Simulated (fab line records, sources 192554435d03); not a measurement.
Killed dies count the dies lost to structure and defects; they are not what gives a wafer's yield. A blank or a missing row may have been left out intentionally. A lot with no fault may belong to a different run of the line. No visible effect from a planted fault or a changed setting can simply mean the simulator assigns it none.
Matching of chambers ; flow n5Finfet ; N5_BEOL_M6_ALD_77 on aldMetal-03: 4 sister chambers
The step deposits TaN, target thk 2 nm, pulse time 2 s, purge time 3 s. 4 wafers are shown with their chamber, then 9 later ones without.

WAFERS, EACH WITH ITS CHAMBER
wafer;chamber;heaterPowerW (W)
L076.4;2;448
L084.2;0;388
L087.2;3;437
L087.5;1;404

WAFERS WHOSE CHAMBER IS MISSING
wafer;heaterPowerW (W)
L091.1;388
L091.2;437
L091.4;449
L094.2;393
L094.3;439
L094.4;379
L095.2;394
L095.3;387
L095.5;447

EACH ONE'S CHAMBER
wafer;from the rows above;in truth
L091.1;0;0
L091.2;3;3
L091.4;2;2
L094.2;can't be placed: 0 or 1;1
L094.3;can't be placed: 3 or 2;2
L094.4;0;0
L095.2;can't be placed: 0 or 1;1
L095.3;0;0
L095.5;2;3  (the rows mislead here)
5 of 9 placed correctly. Can't be placed from these rows: 3 (the true chamber is among the candidates in 3). 1 placed wrongly.
How it was worked out, from the rows above alone: a wafer's distance from a chamber is the root of the sum, over the readings, of the square of ((its reading less the chamber's mean) divided by the reading's scatter). The wafer belongs to the nearest chamber; if the next one is less than 2 further off, it can't be placed. Each chamber's mean is taken over the wafers shown for it. The scatter (one wafer shown for each chamber): square how far every hidden wafer sits from the nearest shown wafer, average those squares and take the square root.
